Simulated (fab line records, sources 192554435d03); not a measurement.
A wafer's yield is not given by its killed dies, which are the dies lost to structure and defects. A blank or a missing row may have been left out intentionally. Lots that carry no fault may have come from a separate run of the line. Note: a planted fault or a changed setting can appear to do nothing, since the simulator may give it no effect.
fab line records	flow n5_finfet
record: lots: 10	wafers: 30	last_day: 19
route steps=1938 shown BEOL_M7@1279
lots that met no fault: from a run of the same line without faults
start_h: hours from the record's opening day to when the first of the lot's shown wafers began	wait_h: time in hours since the lot's previous step	" the same as in the row above	L1.1+2: a single row standing in for several wafers	- no value, or no start was given	* or withheld: withheld	< > ~ a bound
route shown NAME@n: names a module that has steps shown in the file, with the first one's number in the route	usual: the fault-free wafers' mean and standard deviation	same: alike in all rows	chamber/n: place in a boat	sites: per-site readings	_std_site: standard deviation across them	_edge_site: mean of outer sites minus mean of inner sites	radius_mm: for every site, how far away it sits from the centre of the wafer	mask NAME#n: copy n	behind: the tool/chamber that last shaped the wafer	hold: why the lot was held/for how many hours/how that ended	device: which transistor (n, p or np) failed to switch	end of line: at the end of the route, the tests of the same wafers	where a step has no rows: the recipe by itself	killed: dies lost to structure and defects at the first sort, not the wafer's yield	map: per-die view of a wafer (x killed, . not killed, _ where there is no die)
set.NAME: setting as actually run; set.NAME@STEP: the setting as run at that earlier step	model.NAME: the simulator's own value behind a step, which no gauge read
one table for each step of the route and one row for each wafer, over a sample of lots
services: a tool's chamber out of use, with start hour (start_h, from the record's first day; less than 0 if before it), hours out, and reason
== steps ==
step: N5_BEOL_M7_DESCUM_16
recipe: chemistry: O2	time_s: 7.9	source_power_w: 50	bias_power_w: 20	pressure_mtorr: 20	rf_frequency_hz: 2.712e+07	temp_c: 40	resist: CAR-ArF	o2_flow_sccm: 225
usual: bias_power_w: 19.99/0.061	chamber_pressure_mTorr: 20.001/0.018	drypump_motor_current_A: 5.7/0.51	oes_product_au: 0.77/0.07	rf_vpp_V: 243.1/1.4	showerhead_plenum_p_Torr: 2.09/0.067	throttle_valve_pct: 20.47/0.26
lot.wafer	tool	chamber	start_h	wait_h	bias_power_w	chamber_pressure_mTorr	drypump_motor_current_A	oes_product_au	rf_hours_counter_h	rf_vpp_V	showerhead_plenum_p_Torr	throttle_valve_pct
L219.2	rie_diel-03	2	227.32	0.0	20.03	19.997	5.1	0.78	104	244.1	2.13	20.52
L219.4	"	1	"	"	19.98	20.011	5.0	0.82	110	241.1	2.02	20.75
L219.5	"	1	"	"	19.96	20.003	5.0	0.82	-	243.1	2.02	20.72
L222.1	rie_diel-03	1	232.22	0.2	19.97	20.030	5.0	0.82	111	242.8	2.02	20.74
L222.2	"	2	"	"	19.91	19.971	5.1	0.78	105	242.4	2.13	20.52
L222.6	"	0	"	"	19.99	19.997	5.5	0.90	-	243.5	2.13	20.30
L221.2	rie_diel-03	2	236.63	0.1	19.91	20.019	5.1	0.78	106	243.7	2.13	20.51
L221.3	"	3	"	"	19.91	20.009	4.7	0.75	148	242.1	2.02	20.55
L221.6	"	1	"	"	20.01	19.977	5.0	0.82	-	242.5	2.02	20.73
L220.2	rie_diel-06	2	243.99	0.0	19.98	19.945	5.9	0.74	175	244.6	2.16	20.25
L220.4	"	0	"	"	19.99	19.998	6.6	0.87	51	243.6	2.12	19.82
L220.6	"	1	"	"	19.99	20.009	5.2	0.88	-	243.3	2.14	20.52
L223.1	rie_diel-01	0	249.56	0.2	20.08	19.988	6.1	0.69	194	242.9	2.10	20.81
L223.4	"	3	"	"	20.05	20.007	6.3	0.84	62	242.7	2.04	20.16
L223.5	"	2	"	"	20.01	20.030	5.9	0.76	-	245.8	2.20	20.58
L232.2	rie_diel-01	3	306.65	0.0	19.84	20.000	6.3	0.82	81	242.2	2.04	20.18
L232.3	"	1	"	"	19.98	20.017	5.8	0.68	230	240.6	1.99	20.68
L232.4	"	0	"	"	19.96	19.980	6.0	0.69	213	242.2	2.09	20.84
L233.1	rie_diel-01	0	318.07	0.0	20.04	19.967	6.1	0.68	216	242.6	2.09	20.85
L233.5	"	2	"	"	19.90	20.023	5.9	0.75	-	244.6	2.20	20.60
L233.6	"	3	"	"	19.95	20.019	6.2	0.81	-	242.8	2.04	20.18
L237.3	rie_diel-03	1	321.98	0.0	19.91	19.992	5.0	0.78	134	241.7	2.01	20.77
L237.4	"	2	"	"	20.05	20.024	5.1	0.76	126	242.7	2.12	20.54
L237.6	"	1	"	"	19.89	20.012	5.0	0.78	-	240.2	2.01	20.76
L238.1	rie_diel-06	0	356.35	0.0	19.96	20.009	6.6	0.84	85	244.6	2.11	19.88
L238.2	"	1	"	"	20.02	19.995	5.2	0.84	65	242.4	2.12	20.54
L238.5	"	2	"	"	20.10	20.007	6.0	0.71	-	245.3	2.14	20.29
L240.2	rie_diel-06	0	357.21	0.0	20.06	19.994	6.6	0.84	85	242.5	2.11	19.88
L240.3	"	1	"	"	19.98	20.038	5.2	0.83	66	242.7	2.12	20.57
L240.6	"	1	"	"	19.96	20.020	5.2	0.83	-	243.6	2.12	20.56
step: N5_BEOL_M7_ETCH_61
recipe: chemistry: CF4	target: SiARC	target_depth_a: 455	mask_material: CAR-ArF	time_s: 75.8	ion_energy_ev: 80	pressure_mtorr: 40	source_w: 545	bias_w: 36	Ar_flow_sccm: 100	cf4_flow_sccm: 100	ends: cleared
usual: bias_w: 35.99/0.11	chamber_pressure_mTorr: 39.99/0.046	drypump_motor_current_A: 5.7/0.51	etch_rf_on_time_s: 75.8/1.9	oes_product_au: 0.67/0.061	rf_vpp_V: 183.9/1.1	showerhead_plenum_p_Torr: 2.14/0.067	throttle_valve_pct: 15.63/0.23
lot.wafer	tool	chamber	start_h	wait_h	bias_w	chamber_pressure_mTorr	drypump_motor_current_A	etch_rf_on_time_s	oes_product_au	rf_hours_counter_h	rf_vpp_V	showerhead_plenum_p_Torr	throttle_valve_pct
L219.2	rie_diel-03	2	227.35	0.0	35.95	39.97	5.0	75.2	0.68	104	183.9	2.15	15.50
L219.4	"	1	"	"	35.85	39.98	5.0	73.5	0.70	110	182.6	2.07	15.81
L219.5	"	1	"	"	35.89	40.01	5.0	73.8	0.69	-	184.4	2.07	15.83
L222.1	rie_diel-03	1	232.25	0.0	35.82	40.05	5.0	73.8	0.69	111	183.0	2.07	15.81
L222.2	"	2	"	"	35.95	39.99	5.1	74.4	0.67	105	184.8	2.15	15.50
L222.6	"	0	"	"	36.08	39.99	5.5	75.0	0.76	-	184.6	2.18	15.47
L221.2	rie_diel-03	2	236.67	0.0	36.21	39.99	5.1	75.0	0.67	106	186.0	2.15	15.49
L221.3	"	3	"	"	36.15	39.97	4.7	75.1	0.65	148	182.6	2.05	15.62
L221.6	"	1	"	"	35.88	40.01	5.0	74.2	0.70	-	182.8	2.07	15.83
L220.2	rie_diel-06	2	244.02	0.0	35.90	40.04	5.9	77.5	0.62	175	184.7	2.23	15.69
L220.4	"	0	"	"	35.78	39.92	6.6	76.8	0.75	51	185.1	2.18	15.10
L220.6	"	1	"	"	35.89	40.00	5.2	71.6	0.79	-	184.1	2.19	15.69
L223.1	rie_diel-01	0	249.60	0.0	35.97	39.99	6.1	78.7	0.59	194	184.9	2.13	15.87
L223.4	"	3	"	"	35.83	39.97	6.2	76.7	0.72	62	183.3	2.08	15.25
L223.5	"	2	"	"	36.06	40.02	5.9	77.9	0.64	-	185.0	2.24	15.69
L232.2	rie_diel-01	3	306.69	0.0	35.79	40.05	6.2	75.3	0.71	81	182.8	2.07	15.31
L232.3	"	1	"	"	36.08	39.96	5.8	75.1	0.59	230	182.3	2.05	15.90
L232.4	"	0	"	"	35.91	40.01	6.0	77.4	0.58	213	183.8	2.12	15.91
L233.1	rie_diel-01	0	318.11	0.0	36.00	40.02	6.0	78.8	0.58	216	184.3	2.12	15.91
L233.5	"	2	"	"	36.09	40.02	5.9	77.3	0.64	-	185.1	2.23	15.74
L233.6	"	3	"	"	35.82	40.01	6.2	75.8	0.70	-	183.7	2.07	15.31
L237.3	rie_diel-03	1	322.02	0.0	36.04	39.99	5.0	74.1	0.67	134	182.0	2.06	15.86
L237.4	"	2	"	"	35.98	40.00	5.1	73.9	0.66	126	185.0	2.14	15.53
L237.6	"	1	"	"	36.07	39.98	5.0	73.8	0.67	-	182.9	2.06	15.85
L238.1	rie_diel-06	0	356.39	0.0	35.98	39.98	6.6	75.6	0.72	85	183.7	2.17	15.17
L238.2	"	1	"	"	35.99	39.93	5.2	72.0	0.73	65	185.0	2.18	15.75
L238.5	"	2	"	"	36.06	39.98	6.0	78.6	0.60	-	185.8	2.22	15.76
L240.2	rie_diel-06	0	357.25	0.0	36.07	39.97	6.6	77.1	0.71	85	183.9	2.17	15.17
L240.3	"	1	"	"	36.00	40.12	5.2	72.5	0.73	66	183.9	2.18	15.78
L240.6	"	1	"	"	35.86	39.98	5.2	73.2	0.73	-	184.3	2.18	15.76
step: N5_BEOL_M7_CD_MEAS_18
recipe: pitch_nm: 80	target_cd_nm: 40
usual: cd_nm: 40.0/0.88
lot.wafer	tool	chamber	start_h	wait_h	cd_nm
L219.2	cd_sem-01	-	227.78	0.1	39.7
L219.4	"	-	"	"	39.4
L219.5	"	-	"	"	40.0
L222.1	cd_sem-02	-	232.79	0.0	39.7
L222.2	"	-	"	"	39.4
L222.6	"	-	"	"	40.3
L221.2	cd_sem-02	-	237.09	0.1	38.8
L221.3	"	-	"	"	40.0
L221.6	"	-	"	"	39.7
L220.2	cd_sem-01	-	244.45	0.1	40.1
L220.4	"	-	"	"	39.1
L220.6	"	-	"	"	40.5
L223.1	cd_sem-02	-	250.02	0.0	39.0
L223.4	"	-	"	"	39.7
L223.5	"	-	"	"	38.9
L232.2	cd_sem-03	-	307.11	0.1	40.9
L232.3	"	-	"	"	40.3
L232.4	"	-	"	"	40.1
L233.1	cd_sem-02	-	318.53	0.0	39.6
L233.5	"	-	"	"	39.7
L233.6	"	-	"	"	40.9
L237.3	cd_sem-03	-	322.48	0.1	39.4
L237.4	"	-	"	"	39.6
L237.6	"	-	"	"	38.8
L238.1	cd_sem-01	-	357.15	0.0	41.2
L238.2	"	-	"	"	42.1
L238.5	"	-	"	"	41.4
L240.2	cd_sem-03	-	357.85	0.1	39.7
L240.3	"	-	"	"	40.4
L240.6	"	-	"	"	39.1
step: N5_BEOL_M7_COAT_22
recipe: resist: CAR-EUV	spin_rpm: 1500	resist_thk_nm: 30
usual: resist_line_temp_C: 23.00/0.12	spin_speed_rpm: 1500.1/0.91
lot.wafer	tool	chamber	start_h	wait_h	resist_line_temp_C	spin_speed_rpm
L219.2	litho_track-05	0	227.90	-	23.04	1501.0
L219.4	"	0	"	"	22.78	1502.8
L219.5	"	0	"	"	22.92	1500.9
L222.1	litho_track-02	0	235.23	-	23.17	1499.7
L222.2	"	0	"	"	23.15	1500.6
L222.6	"	0	"	"	23.05	1498.5
L221.2	litho_track-05	0	237.14	-	23.14	1499.0
L221.3	"	0	"	"	23.06	1498.0
L221.6	"	0	"	"	23.03	1499.1
L220.2	litho_track-01	0	245.90	-	22.93	1499.8
L220.4	"	0	"	"	22.80	1501.1
L220.6	"	0	"	"	22.95	1500.2
L223.1	litho_track-01	0	251.14	-	23.04	1500.0
L223.4	"	0	"	"	23.18	1499.0
L223.5	"	0	"	"	22.96	1500.2
L232.2	litho_track-05	0	310.62	-	22.94	1543.3
L232.3	"	0	"	"	22.98	1542.8
L232.4	"	0	"	"	23.08	1542.4
L233.1	litho_track-05	0	320.07	-	23.33	1540.3
L233.5	"	0	"	"	23.20	1541.2
L233.6	"	0	"	"	23.13	1541.7
L237.3	litho_track-02	0	322.53	-	23.15	1501.6
L237.4	"	0	"	"	23.12	1500.8
L237.6	"	0	"	"	23.18	1499.9
L238.1	litho_track-02	0	357.20	-	22.87	1500.9
L238.2	"	0	"	"	22.87	1500.0
L238.5	"	0	"	"	22.76	1499.2
L240.2	litho_track-02	0	358.99	-	23.03	1499.1
L240.3	"	0	"	"	22.98	1501.5
L240.6	"	0	"	"	22.95	1499.5
== services ==
tool	chamber	start_h	hours	kind
litho_track-02	-	204.27	-	consumable_replace:filter
rie_diel-06	2	224.10	3.8	repair
litho_track-05	-	228.58	-	consumable_replace:filter
rie_diel-03	2	257.70	2.6	repair
rie_diel-03	-	281.46	14.6	pm
rie_diel-03	0	348.81	7.2	repair
== key ==
first_sign: step: N5_BEOL_M7_COAT_22	reading: spin_speed_rpm	direction: up	sigmas: 46	usual: *	struck: *
effect none on later readings
met_at N5_BEOL_M7_COAT_22
struck_lots L232,L233
not_acting_at N5_BEOL_M7_DESCUM_16,N5_BEOL_M7_ETCH_61,N5_BEOL_M7_CD_MEAS_18
onset_between 237.14 310.62
fault: kind: process_parameter_drift	tool: litho_track-05	chamber: -	onset_h: 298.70	steps: N5_BEOL_M7_COAT_22	channel: spin_rpm	offset: *	shape: step	end_h: 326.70	acts_in: *	stated: *
